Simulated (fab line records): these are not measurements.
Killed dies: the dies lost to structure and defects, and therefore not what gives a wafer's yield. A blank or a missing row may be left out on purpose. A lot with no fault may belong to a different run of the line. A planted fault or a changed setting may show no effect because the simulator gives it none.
Split-lot experiment -- flow n5_finfet -- 21 wafers read from 7 lots, route of 1938 steps

THE SPLIT
At N5_BEOL_M15_PEB_26 (peb time 90 s), the setting peb_temp_c was moved away from the recipe's 130 C on 3 of the 21 wafers read, by -2.7% to -2.5%. For the rest of the wafers, this setting stayed at what the recipe calls for.

FROM THE SPLIT TO THE READING: what the file shows between them, 2 steps
- N5_BEOL_M15_DEVELOP_27: develop time 45 s
- N5_BEOL_M15_HARDBAKE_32: time 120 s

THE READING
At N5_BEOL_M15_CD_MEAS_28: cd_nm in nanometres, against a target cd of 407.6 nm. A value of 407.3 nm with a standard deviation of 1.5 nm is what fault-free wafers of this fab line usually give.

wafer,"tool, chamber at the split","peb_temp_c as run, C",against the recipe,"cd_nm, nm",against lot-mates on the recipe
L074.3,"litho_track-02, 0",130,recipe,409.3,-
L074.4,"litho_track-02, 0",130,recipe,407.5,-
L074.6,"litho_track-02, 0",126.5,-2.7%,389.8,-18.6
L078.3,"litho_track-03, 0",130,recipe,409.6,-
L078.4,"litho_track-03, 0",130,recipe,408.0,-
L078.5,"litho_track-03, 0",130,recipe,408.5,-
L080.1,"litho_track-01, 0",130,recipe,408.8,-
L080.5,"litho_track-01, 0",130,recipe,408.2,-
L080.6,"litho_track-01, 0",130,recipe,408.1,-
L083.1,"litho_track-02, 0",130,recipe,411.3,-
L083.4,"litho_track-02, 0",130,recipe,409.7,-
L083.5,"litho_track-02, 0",130,recipe,408.6,-
L084.3,"litho_track-03, 0",130,recipe,405.6,-
L084.4,"litho_track-03, 0",126.8,-2.5%,390.4,-15.2
L084.5,"litho_track-03, 0",126.8,-2.5%,389.9,-15.7
L093.2,"litho_track-02, 0",130,recipe,408.5,-
L093.4,"litho_track-02, 0",130,recipe,405.6,-
L093.6,"litho_track-02, 0",130,recipe,406.9,-
L094.2,"litho_track-02, 0",130,recipe,407.8,-
L094.5,"litho_track-02, 0",130,recipe,407.4,-
L094.6,"litho_track-02, 0",130,recipe,410.5,-

FIT RESULTS
A straight line over all 21 wafers: cd_nm changes by +7.19 nm for each +1% of peb_temp_c; r = +0.98; the points scatter about the line by 1.4 nm.
The same after taking each lot's own level away (the mean of its wafers on the recipe; 21 wafers): +6.52 nm for each +1%; r = +0.99; scatter 0.99 nm.
The reading moves by 18 nm for the largest change in peb_temp_c, on that fit.
The lots' own levels span 405.60 to 409.87 nm, that is 2.8 times the standard deviation above.
So the lot-to-lot level changes the slope: the two fits differ.
Check: for one of the wafers moved furthest among these (-2.7%), held out of the fit, the line's prediction against its lot-mates is -16.9 nm. It came out at -18.6 nm against them.

FURTHER SPLITS ON THESE WAFERS
Before the reading, these wafers also passed through other splits. Each is held against what the fit with the lots' levels taken away leaves over:
other split on the same wafers,wafers away from the commonest value,r with cd_nm (lot level and that fit taken away)
N5_BEOL_M11_COAT_22 spin_rpm,10,+0.00
N5_BEOL_M11_ETCH_66 time_s,6,-0.42
N5_BEOL_M12_TRENCH_ETCH_34 time_s,7,-0.17
N5_BEOL_M12_SPUTTER_45 time_s,5,+0.06
N5_BEOL_M13_ETCH_68 time_s,8,-0.17
N5_BEOL_M14_EXPOSE_25 dose_mj,10,-0.33
N5_BEOL_M14_ETCH_68 time_s,7,-0.01

THE WHOLE CHAIN: every reading that the file lists as answering this split, in the file's order
step,what it does,reading,change (the file's fit),r (the file's)
N5_BEOL_M15_CD_MEAS_28,target cd 407.6 nm,cd_nm,+6.6 nm for each +1% of the setting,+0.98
N5_BEOL_M15_DESCUM_33,"chemistry O2, time 7.9 s","BEOL_M15.cd_nm (the simulator's own value, which no gauge read)",+6.54 nm for each +1% of the setting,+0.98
N5_BEOL_M15_ETCH_61,"etches BARC in N2/H2, target depth 89 nm, overetch 26.7 nm, time 67.9 s","BEOL_M15.cd_nm (the simulator's own value, which no gauge read)",+6.65 nm for each +1% of the setting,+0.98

THE FILE'S OWN FIT
cd_nm changes by +6.6 nm for each +1% of peb_temp_c, r = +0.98.
